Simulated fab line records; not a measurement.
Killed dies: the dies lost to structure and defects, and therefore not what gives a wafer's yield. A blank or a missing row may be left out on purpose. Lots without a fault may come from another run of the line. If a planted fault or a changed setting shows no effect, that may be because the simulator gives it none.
fab line records / flow n5-finfet
record: lots: 3 wafers: 9 last-day: 18
route steps=1938 shown PMOS_HMC_CHANNEL_EPI@87 FIN_SAQP@90 FIN_CUT@165 BEOL_M4@1111 PASSIVATION@1936
lots with no fault: from the same line, run without faults
start-h: start of the lot's first displayed wafer, in hours after the record's first day / wait-h: how many hours have passed since the lot's step before this one / " the same as in the row above / L1.1+2: one row covering several wafers at once / - value missing, or start not given / * or withheld: withheld / < > ~ a bound
route shown NAME@n: a module of which the file shows steps, and the number in the route of the first / usual: average and standard deviation across the fault-free wafers / same: alike in all rows / chamber/n: place in a boat / sites: each site's reading / _std_site: the standard deviation of these / _edge_site: the outer-site mean with the inner-site mean subtracted / radius-mm: how far each site lies from the wafer's centre / mask NAME#n: copy n / behind: the most recent tool/chamber to have shaped the wafer / hold: reason for holding the lot/hours on hold/outcome of the hold / device: which transistor (n, p or np) failed to switch / end of line: tests run on the same wafers once the route is complete / for a step that has no rows: nothing shown but its recipe / killed: the dies lost at the first sort to structure and to defects; this is not the yield of the wafer / map: the dies of a wafer, with x for killed, . for not killed, _ for no die there
set.NAME: setting as actually run; set.NAME@STEP: the setting as run at that earlier step / model.NAME: the simulator's own value behind a step, which no gauge read
lots at selected steps of the route; one table per step, one row per wafer
services: a tool's chamber out of use, with start hour (start-h, from the record's first day; less than 0 if before it), hours out, and reason
== steps ==
step: N5_PMOS_HMC_CHANNEL_EPI_EPI_26
recipe: material: Si target-thk-a: 38 temp-c: 650 precursor: SiH4/H2 pressure-torr: 20 time-s: 22.7
step: N5_FIN_SAQP_PRECLEAN_42
recipe: chemistry: O3/DIW time-s: 60 temp-c: 22 o3-ppm: 10
step: N5_FIN_SAQP_PRECLEAN_00
recipe: chemistry: SC1 time-s: 60 temp-c: 55 mix: 1:2:50
step: N5_FIN_SAQP_PRECLEAN_44
recipe: chemistry: SC2 time-s: 45 temp-c: 35 mix: 1:1:50
step: N5_FIN_SAQP_SRD_01
recipe: dry: ipa-marangoni time-s: 30 temp-c: 23 rinse-liquid: diw
step: N5_FIN_SAQP_ALD_61
recipe: material: SiO2 target-thk-a: 40 temp-c: 300 ald-precursor-family: BDEAS ald-co-reactant: O2-plasma pulse-time-s: 1 purge-time-s: 2 co-reactant-purge-time-s: 2 ald-cycles: 43 pressure-torr: 2
step: N5_FIN_SAQP_DENSIFY_62
recipe: temp-c: 700 time-s: 60 ambient: N2 idle-temp-c: 600 ramp-up-c-per-s: 150 ramp-down-c-per-s: 60 cool-to-c: 600
step: N5_FIN_SAQP_HM_DEP_03
recipe: material: SiNx target-thk-a: 380 temp-c: 400 precursor: SiH4/NH3/N2 pressure-torr: 1.5 rf-w: 300 time-s: 33.6
step: N5_FIN_SAQP_PECVD_47
recipe: material: a-Si target-thk-a: 450 temp-c: 400 precursor: SiH4/He pressure-torr: 3 rf-w: 100 time-s: 36.3
step: N5_FIN_SAQP_PECVD_48
recipe: material: SiNx target-thk-a: 250 temp-c: 400 precursor: SiH4/NH3/N2 pressure-torr: 1.5 rf-w: 300 time-s: 22.1
usual: heater-power-w: 790/140 showerhead-plenum-p-Torr: 5.16/0.055 throttle-valve-pct: 39.7/1.5
lot.wafer=L604.1 tool=pecvd-01 chamber=0 start-h=21.68 wait-h=0.0 heater-power-w=699 showerhead-plenum-p-Torr=5.23 throttle-valve-pct=38.7
lot.wafer=L604.5 tool=pecvd-01 chamber=0 start-h=21.68 wait-h=0.0 heater-power-w=701 showerhead-plenum-p-Torr=5.21 throttle-valve-pct=38.8
lot.wafer=L604.6 tool=pecvd-01 chamber=1 start-h=21.68 wait-h=0.0 heater-power-w=893 showerhead-plenum-p-Torr=5.10 throttle-valve-pct=42.2
lot.wafer=L616.4 tool=pecvd-01 chamber=2 start-h=94.86 wait-h=0.0 heater-power-w=716 showerhead-plenum-p-Torr=5.11 throttle-valve-pct=38.0
lot.wafer=L616.5 tool=pecvd-01 chamber=1 start-h=94.86 wait-h=0.0 heater-power-w=871 showerhead-plenum-p-Torr=5.09 throttle-valve-pct=42.2
lot.wafer=L616.6 tool=pecvd-01 chamber=0 start-h=94.86 wait-h=0.0 heater-power-w=667 showerhead-plenum-p-Torr=5.23 throttle-valve-pct=38.7
lot.wafer=L626.1 tool=pecvd-02 chamber=0 start-h=153.71 wait-h=0.0 heater-power-w=918 showerhead-plenum-p-Torr=5.13 throttle-valve-pct=41.5
lot.wafer=L626.2 tool=pecvd-02 chamber=1 start-h=153.71 wait-h=0.0 heater-power-w=925 showerhead-plenum-p-Torr=5.15 throttle-valve-pct=37.8
lot.wafer=L626.4 tool=pecvd-02 chamber=0 start-h=153.71 wait-h=0.0 heater-power-w=912 showerhead-plenum-p-Torr=5.13 throttle-valve-pct=41.5
step: N5_FIN_SAQP_PECVD_06
recipe: material: a-Si target-thk-a: 600 temp-c: 400 precursor: SiH4/He pressure-torr: 3 rf-w: 100 time-s: 48.1
step: N5_FIN_SAQP_HM_DEP_72
recipe: material: SiO2 target-thk-a: 120 temp-c: 400 precursor: SiH4/N2O pressure-torr: 0.75 rf-w: 275 time-s: 7.2
step: N5_FIN_SAQP_COAT_49
recipe: resist: SOC temp-c: 250 time-s: 60 spin-rpm: 1500 resist-thk-nm: 100
step: N5_FIN_SAQP_COAT_50
recipe: resist: SiARC temp-c: 220 time-s: 60 spin-rpm: 1500 resist-thk-nm: 35
step: N5_FIN_SAQP_COAT_10
recipe: resist: CAR-ArF spin-rpm: 1500 resist-thk-nm: 90
step: N5_FIN_SAQP_EBR_12
recipe: solvent: PGMEA ebr-width-mm: 1.5
step: N5_FIN_SAQP_SOFTBAKE_11
recipe: temp-c: 110 time-s: 60 resist: CAR-ArF
step: N5_FIN_SAQP_EXPOSE_13
recipe: mask-id: FIN_CORE na: 1.35 source-shape: dipole sigma-inner: 0.538 sigma-outer: 0.738 polarization: te target-cd-nm: 35.6 dose-mj: 63.25
step: N5_FIN_SAQP_PEB_14
recipe: peb-temp-c: withheld peb-time-s: 60 resist: CAR-ArF
step: N5_FIN_SAQP_DEVELOP_15
recipe: develop-time-s: 30 developer: TMAH resist: CAR-ArF dev-temp-c: 23 rinse-liquid: diw dry: air-spin
step: N5_FIN_SAQP_INSPECT_18
recipe: mode: adi inspect-instrument: brightfield
usual: raw-defect-count: 439/130
lot.wafer=L604.1 tool=defect-inspect-01 chamber=- start-h=22.42 wait-h=0.0 raw-defect-count=508
lot.wafer=L604.5 tool=defect-inspect-01 chamber=- start-h=22.42 wait-h=0.0 raw-defect-count=352
lot.wafer=L604.6 tool=defect-inspect-01 chamber=- start-h=22.42 wait-h=0.0 raw-defect-count=288
lot.wafer=L616.4 tool=defect-inspect-02 chamber=- start-h=95.54 wait-h=0.0 raw-defect-count=410
lot.wafer=L616.5 tool=defect-inspect-02 chamber=- start-h=95.54 wait-h=0.0 raw-defect-count=1348
lot.wafer=L616.6 tool=defect-inspect-02 chamber=- start-h=95.54 wait-h=0.0 raw-defect-count=254
lot.wafer=L626.1 tool=defect-inspect-01 chamber=- start-h=154.31 wait-h=0.0 raw-defect-count=525
lot.wafer=L626.2 tool=defect-inspect-01 chamber=- start-h=154.31 wait-h=0.0 raw-defect-count=371
lot.wafer=L626.4 tool=defect-inspect-01 chamber=- start-h=154.31 wait-h=0.0 raw-defect-count=574
step: N5_FIN_SAQP_DESCUM_21
recipe: chemistry: O2 time-s: 7.9 source-power-w: 50 bias-power-w: 20 pressure-mtorr: 20 rf-frequency-hz: 2.712e+07 temp-c: 40 resist: CAR-ArF o2-flow-sccm: 225
step: N5_FIN_SAQP_ETCH_51
recipe: chemistry: CF4 target: SiARC target-depth-a: 455 mask-material: CAR-ArF time-s: 75.8 ion-energy-ev: 80 pressure-mtorr: 40 source-w: 545 bias-w: 36 Ar_flow_sccm: 100 cf4-flow-sccm: 100 ends: cleared
step: N5_FIN_SAQP_ETCH_52
recipe: chemistry: N2/H2 target: SOC target-depth-a: 1000 overetch-a: 200 mask-material: SiARC temp-c: 40 time-s: 150 ion-energy-ev: 200 pressure-mtorr: 30 source-w: 840 bias-w: 150 n2-flow-sccm: 200 h2-flow-sccm: 200 ends: end-point
step: N5_FIN_SAQP_STRIP_53
recipe: chemistry: N2/H2 temp-c: 40 n2-flow-sccm: 200 h2-flow-sccm: 200 rf-frequency-hz: 6e+07
step: N5_FIN_SAQP_HM_OPEN_73
recipe: chemistry: CHF3/O2 target: SiO2 stop-on: a-Si target-depth-a: 120 over-etch-frac: 1.8 mask-material: SOC time-s: 16.8 pressure-mtorr: 30 source-w: 650 bias-w: 170 Ar_flow_sccm: 200 CHF3_flow_sccm: 50 O2_flow_sccm: 5 ion-energy-ev: 200 ends: end-point
step: N5_FIN_SAQP_STRIP_74
recipe: chemistry: CHF3/O2 resist: SiARC rf-frequency-hz: 6e+07
step: N5_FIN_SAQP_MANDREL_ETCH_22
recipe: target-depth-a: 600 chemistry: HBr/Cl2 target: a-Si stop-on: SiNx bt-time-s: 10 over-etch-frac: 0.5 time-s: 30 pressure-mtorr: 10 icp-w: 800 bias-w: 75 HBr_flow_sccm: 150 Cl2_flow_sccm: 80 ends: end-point
step: N5_FIN_SAQP_STRIP_55
recipe: chemistry: N2/H2 power-w: 500 temp-c: 40 pressure-mtorr: 50 rf-frequency-hz: 6e+07 overash-fraction: 0.3 bias-power-w: 28 h2-frac: 0.5 n2-flow-sccm: 300 h2-flow-sccm: 300
step: N5_FIN_SAQP_STRIP_23
recipe: chemistry: SPM time-s: 750 temp-c: 130 h2so4-h2o2-vol-ratio: 4
step: N5_FIN_SAQP_SRD_66
recipe: dry: ipa-marangoni time-s: 30 temp-c: 23 rinse-liquid: diw
step: N5_FIN_SAQP_RECESS_75
recipe: chemistry: HF/NH3 target: SiO2 target-depth-a: 144 afs-cycles: 3 temp-c: 30 sublimation-temp-c: 180 sublimation-time-s: 60
step: N5_FIN_SAQP_SPACER1_ALD_24
recipe: material: SiO2 target-thk-a: 203 temp-c: 300 ald-precursor-family: BDEAS ald-co-reactant: O2-plasma pulse-time-s: 1 purge-time-s: 2 co-reactant-purge-time-s: 2 ald-cycles: 218 pressure-torr: 2
step: N5_FIN_SAQP_SPACER1_ETCHBACK_25
recipe: chemistry: CHF3/O2 mode: anisotropic-etchback target: SiO2 target-depth-a: 244 time-s: 12.2 pressure-mtorr: 30 source-w: 650 bias-w: 170 Ar_flow_sccm: 200 CHF3_flow_sccm: 50 O2_flow_sccm: 5 ion-energy-ev: 200
step: N5_FIN_SAQP_MANDREL1_REMOVE_56
recipe: chemistry: HBr/Cl2/O2 bt-time-s: 10 target: a-Si stop-on: SiNx endpoint: OES-SiCl over-etch-frac: 1 icp-w: 600 bias-w: 22 HBr_flow_sccm: 150 Cl2_flow_sccm: 80 O2_flow_sccm: 5 pressure-mtorr: 10
step: N5_FIN_CUT_INSPECT_10
recipe: mode: adi inspect-instrument: brightfield
usual: raw-defect-count: 38/10
lot.wafer=L604.1 tool=defect-inspect-02 chamber=- start-h=28.76 wait-h=0.1 raw-defect-count=38
lot.wafer=L604.5 tool=defect-inspect-02 chamber=- start-h=28.76 wait-h=0.1 raw-defect-count=31
lot.wafer=L604.6 tool=defect-inspect-02 chamber=- start-h=28.76 wait-h=0.1 raw-defect-count=42
lot.wafer=L616.4 tool=defect-inspect-02 chamber=- start-h=102.00 wait-h=0.0 raw-defect-count=40
lot.wafer=L616.5 tool=defect-inspect-02 chamber=- start-h=102.00 wait-h=0.0 raw-defect-count=979
lot.wafer=L616.6 tool=defect-inspect-02 chamber=- start-h=102.00 wait-h=0.0 raw-defect-count=44
lot.wafer=L626.1 tool=defect-inspect-01 chamber=- start-h=159.58 wait-h=0.1 raw-defect-count=39
lot.wafer=L626.2 tool=defect-inspect-01 chamber=- start-h=159.58 wait-h=0.1 raw-defect-count=32
lot.wafer=L626.4 tool=defect-inspect-01 chamber=- start-h=159.58 wait-h=0.1 raw-defect-count=52
step: N5_BEOL_M4_RC_MEAS_101
usual: DIBL_N: 35.8/1.8 DIBL_P: 35.9/2.2 IOFF_N: 0.16/0.035 IOFF_P: 0.21/0.04 ION_N: 672/11 ION_P: 461/7.4 SS_N: 71.4/0.64 SS_P: 73.2/0.67 VT_N: 250/3.5 VT_P: -251/3.4
lot.wafer=L604.1 tool=prober-02 chamber=0 start-h=163.50 wait-h=0.0 DIBL_N[mV/V]=37.3 DIBL_P[mV/V]=37.3 IOFF_N[nA/um]=0.19 IOFF_P[nA/um]=0.20 ION_N[uA/um]=682 ION_P[uA/um]=456 SS_N[mV/dec]=72.2 SS_P[mV/dec]=73.5 VT_N[mV]=249 VT_P[mV]=-251
lot.wafer=L604.5 tool=prober-02 chamber=0 start-h=163.50 wait-h=0.0 DIBL_N[mV/V]=38.2 DIBL_P[mV/V]=38.1 IOFF_N[nA/um]=0.22 IOFF_P[nA/um]=0.22 ION_N[uA/um]=680 ION_P[uA/um]=455 SS_N[mV/dec]=72.3 SS_P[mV/dec]=73.1 VT_N[mV]=244 VT_P[mV]=-251
lot.wafer=L604.6 tool=prober-02 chamber=0 start-h=163.50 wait-h=0.0 DIBL_N[mV/V]=36.5 DIBL_P[mV/V]=36.5 IOFF_N[nA/um]=0.16 IOFF_P[nA/um]=0.19 ION_N[uA/um]=674 ION_P[uA/um]=456 SS_N[mV/dec]=72.4 SS_P[mV/dec]=73.5 VT_N[mV]=248 VT_P[mV]=-254
lot.wafer=L616.4 tool=prober-02 chamber=0 start-h=251.51 wait-h=0.5 DIBL_N[mV/V]=35.0 DIBL_P[mV/V]=34.2 IOFF_N[nA/um]=0.12 IOFF_P[nA/um]=0.18 ION_N[uA/um]=650 ION_P[uA/um]=452 SS_N[mV/dec]=70.9 SS_P[mV/dec]=73.1 VT_N[mV]=256 VT_P[mV]=-254
lot.wafer=L616.5 tool=prober-02 chamber=0 start-h=251.51 wait-h=0.5 DIBL_N[mV/V]=33.5 DIBL_P[mV/V]=32.6 IOFF_N[nA/um]=0.11 IOFF_P[nA/um]=0.16 ION_N[uA/um]=661 ION_P[uA/um]=454 SS_N[mV/dec]=70.9 SS_P[mV/dec]=72.0 VT_N[mV]=252 VT_P[mV]=-254
lot.wafer=L616.6 tool=prober-02 chamber=0 start-h=251.51 wait-h=0.5 DIBL_N[mV/V]=36.3 DIBL_P[mV/V]=36.6 IOFF_N[nA/um]=0.15 IOFF_P[nA/um]=0.22 ION_N[uA/um]=666 ION_P[uA/um]=458 SS_N[mV/dec]=70.8 SS_P[mV/dec]=73.9 VT_N[mV]=252 VT_P[mV]=-249
lot.wafer=L626.1 tool=prober-02 chamber=0 start-h=308.84 wait-h=0.0 DIBL_N[mV/V]=37.2 DIBL_P[mV/V]=35.6 IOFF_N[nA/um]=0.16 IOFF_P[nA/um]=0.21 ION_N[uA/um]=680 ION_P[uA/um]=468 SS_N[mV/dec]=71.4 SS_P[mV/dec]=72.7 VT_N[mV]=250 VT_P[mV]=-251
lot.wafer=L626.2 tool=prober-02 chamber=0 start-h=308.84 wait-h=0.0 DIBL_N[mV/V]=34.5 DIBL_P[mV/V]=31.9 IOFF_N[nA/um]=0.12 IOFF_P[nA/um]=0.17 ION_N[uA/um]=660 ION_P[uA/um]=462 SS_N[mV/dec]=71.7 SS_P[mV/dec]=72.6 VT_N[mV]=254 VT_P[mV]=-253
lot.wafer=L626.4 tool=prober-02 chamber=0 start-h=308.84 wait-h=0.0 DIBL_N[mV/V]=35.4 DIBL_P[mV/V]=33.2 IOFF_N[nA/um]=0.13 IOFF_P[nA/um]=0.18 ION_N[uA/um]=665 ION_P[uA/um]=455 SS_N[mV/dec]=71.1 SS_P[mV/dec]=73.0 VT_N[mV]=253 VT_P[mV]=-253
step: N5_PASSIVATION_PROBE_49
usual: defect-limited-yield: 91.0/1.5 killed_at_M0_to_M3: 34/9.1 killed_at_M4_up: 14/5.7 killed-at-contacts: 13/5.7 killed-at-front-end: 42/12 killed-at-other: 4/3.4 killed-dies: 106/17 killed-on-rim: 14/4.3 killed-open: 70/13 killed-short: 34/7.5 sort_bin_5_function: 5.2/0.94 sort_bin_6_memory: 3.4/0.69 sort-n-pass: 1074/17 sort-yield-pct: 91.0/1.5
same: gross-dies: 1180 killed-at-back-side: 0 sort_bin_4_leakage[%]: 0 sort_bin_8_speed[%]: 0
lot.wafer=L616.5 tool=prober-01 chamber=- start-h=351.76 wait-h=0.2 defect-limited-yield[%]=87.2 killed_at_M0_to_M3=19 killed_at_M4_up=15 killed-at-contacts=10 killed-at-front-end=106 killed-at-other=1 killed-dies=151 killed-on-rim=27 killed-open=55 killed-short=24 sort_bin_5_function[%]=7.3 sort_bin_6_memory[%]=3.3 sort-n-pass=1029 sort-yield-pct[%]=87.2
killed by level:class
L616.5 FIN_SAQP:unspecified=71 STI_FIN_REVEAL:geometric-particle:open=9 GATE_CUT:geometric-particle:short=9 MOL_CONTACT_COAG:geometric-particle:open=9 BEOL_M4:geometric-particle:open=6 BEOL_M3:geometric-particle:open=6 BEOL_M2:geometric-particle:open=5 DUMMY_GATE:geometric-particle:open=4
map L616.5 (x killed, . not)
_________________...........x________________
______________..............x..._____________
___________........................__________
__________....x................x...._________
________x.........x...x........x......_______
_______....xx...........x..............______
______..............xx.................._____
_____........x......x....x...............____
____...x.....xx......................x..xx___
___....x....................x....x.........__
___.....x.........x.....x..................__
__..............x...xx....x..x.x............_
__.........................................._
_.....xx...........x.....x.x.................
_.........x...x...x..x....................x..
_..x......x..........x.......................
_xxxx.......xx..............x................
_xxxx..x................x.........x..........
_xxxxxxxxx........................x..........
_xxxxxx.x.....x.................x.........x..
_xxxxxxxxx.................x.............x...
__xxxxxxxx.................................._
__xxxxxxxx...........................x......_
___xxxxxxx.........x...........x...........__
___xxxxxxx....x..x.........................__
____xxxxx...........x..............x......___
_____xxx.........x....................x..____
______x..............x.........x.......x_____
_______...............x...x...x........______
________....................x........._______
__________.........................._________
___________.x......................__________
______________x.............x..._____________
_________________........x...________________
map L604.5 (x killed, . not)
_________________............________________
______________.....x.....x..x..._____________
___________........................__________
__________..............x...x......._________
________...x....x........x..x.x..x...._______
_______..........x....................x______
______.....................x.......x...._____
_____.....................x.x....x.......____
____.........x........x...........x....x..___
___...................................x..x.__
___x.......................................__
__..............................xxx...x....._
__.................x.................x.xx..._
_....................x.......x......x........
_....x....................x..................
_.......x.............x.......x....x.........
_.........x.........................xx.....x.
_.....x..................................x..x
_...............................x............
_............xx...x................x.........
_......x............x........................
__................xx................xx......_
__.x................x......x................_
___.x......................x..x............__
___..x...x.x..x............................__
____..x...........x.x.................x...___
_____x.............x......x..............____
______.x...........x.x.................._____
_______..x...........x.....x...........______
________x.......................x....._______
__________.........x.........x.x...._________
___________.....x..xx.....x........__________
______________x................._____________
_________________.x..........________________
== services ==
tool=pecvd-01 chamber=2 start-h=21.12 hours=- kind=clean
tool=pecvd-01 chamber=2 start-h=21.12 hours=- kind=consumable-replace:showerhead
tool=pecvd-01 chamber=2 start-h=21.12 hours=29.0 kind=scheduled-down
tool=pecvd-01 chamber=2 start-h=21.12 hours=29.0 kind=vent-cycle
tool=pecvd-01 chamber=1 start-h=75.63 hours=9.3 kind=repair
tool=pecvd-02 chamber=0 start-h=79.28 hours=16.5 kind=scheduled-down
tool=pecvd-01 chamber=1 start-h=84.98 hours=5.5 kind=scheduled-down
tool=pecvd-02 chamber=2 start-h=151.94 hours=5.0 kind=scheduled-down
== key ==
first-sign: step: N5_FIN_SAQP_INSPECT_18 reading: raw-defect-count direction: up sigmas: 7.2 usual: 439 struck: 1348
effect: step: N5_FIN_CUT_INSPECT_10 reading: raw-defect-count direction: up sigmas: 93 usual: 38 struck: 979
effect: step: N5_PASSIVATION_PROBE_49 reading: killed-at-front-end direction: up sigmas: 5.2 usual: 42 struck: 106
more-kills-born-at: N5_FIN_SAQP_PECVD_48@pecvd-01: 71
met-at N5_FIN_SAQP_PECVD_48
struck-wafers L616.5
onset-between 21.68 94.86
fault: kind: chamber-particle-source tool: pecvd-01 chamber: 1 onset-h: 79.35 steps: N5_FIN_SAQP_PECVD_48 rate-per-visit-cm2: 1.4172 end-h: 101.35
